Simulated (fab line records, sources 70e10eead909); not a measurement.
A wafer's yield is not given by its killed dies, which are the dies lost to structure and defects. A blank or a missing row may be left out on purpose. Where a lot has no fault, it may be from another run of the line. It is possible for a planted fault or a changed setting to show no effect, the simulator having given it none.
A struck lot beside a sound one | flow nand harc | 13 out of 1302 route steps
Sound: wafers L898.1, L898.4, L898.6. Wafers L908.1, L908.2, L908.3 were the ones struck. The cause is given at the end.
Order at every step that has rows: each side's tool, ch and its chambers, its first start. Under that, the readings that differ: sound wafers | struck wafers | difference of the means | sigmas: that difference in standard deviations of wafers without a fault.
alike: a reading whose means differ by less than 2 such deviations, as well as words and numbers matching on both sides. not compared: withheld readings; readings where some wafer has no value; bounds like >300 that might hide an equal value; numbers whose values overlap and for which the record gives no deviation.
A row with sigmas, a row that says differs or no value, or rows on one side alone: a step with any of these is where the two part. Numbers that have no deviation but don't overlap get no sigmas and don't part them. A reading that every wafer of one side lacks parts them only if that side has two wafers or more.

first, 5 steps without rows for these wafers: NHARC_A_ZERO_WELL_SOFTBAKE_05 (time 70 s); NHARC_A_ZERO_WELL_EBR_06; NHARC_A_ZERO_WELL_EXPOSE_07 (exposes mask A ZERO); NHARC_A_ZERO_WELL_PEB_08 (peb time 80 s); NHARC_A_ZERO_WELL_DEVELOP_09 (time 50 s).
NHARC_A_ZERO_WELL_CD_MEAS_10 targets a cd of 2000 nm.
  sound on cd sem-03 ch 0, day 8 10:16; struck on cd sem-02 ch 0, day 12 22:45
  alike: cd nm
then, 1 step without rows for these wafers: NHARC_A_ZERO_WELL_HARDBAKE_11 (time 65 s).
NHARC_A_ZERO_WELL_DESCUM_12: chemistry O2, time 3 s.
  sound on rie diel-12 ch 0,1,3, day 8 10:26; struck on rie diel-12 ch 1,2,3, day 12 22:54
  alike: drypump motor current A, oes product au, rf vpp V, showerhead plenum p Torr, throttle valve pct
  not compared: rf hours counter h
NHARC_A_ZERO_WELL_ETCH_19: etches the open film in N2/H2, target depth 80 nm, overetch 24 nm, time 87.88 s.
  sound on rie diel-12 ch 0,2,3, day 8 10:32; struck on rie diel-12 ch 0,2,3, day 12 23:00
  alike: drypump motor current A, oes product au, rf vpp V, showerhead plenum p Torr, throttle valve pct
  not compared: rf hours counter h
NHARC_A_ZERO_WELL_ETCH_13: etches the open film in HBr/Cl2, target depth 120 nm, time 40.1 s.
  sound on rie si-02 ch 1,2,3, day 8 10:38; struck on rie si-05 ch 0,1,2, day 12 23:07
  reading                | sound                | struck               | difference | sigmas
  throttle valve pct (%) | 26.416 26.410 26.415 | 26.400 26.396 26.387 | -0.019     | -2
  alike: drypump motor current A, oes product au
  not compared: rf hours counter h
then, 1 step without rows for these wafers: NHARC_A_ZERO_WELL_STRIP_14 (strips in SPM, time 900 s).
NHARC_A_ZERO_WELL_IMPLANT_15:
  sound on implanter-02 ch 0, day 8 11:11; struck on implanter-02, day 12 23:40
  no value came back on the struck wafers for beam energy keV, beam on s (s); on the sound wafers beam energy keV reads 149.90 149.99 149.99
then, 1 step without rows for these wafers: NHARC_A_ZERO_WELL_PRECLEAN_22 (cleans in SC1, time 60 s).

## WHERE THEY PART
At NHARC_A_ZERO_WELL_ETCH_13 first; at NHARC_A_ZERO_WELL_IMPLANT_15 last (within this record only).

WHY: whatever the simulator had introduced
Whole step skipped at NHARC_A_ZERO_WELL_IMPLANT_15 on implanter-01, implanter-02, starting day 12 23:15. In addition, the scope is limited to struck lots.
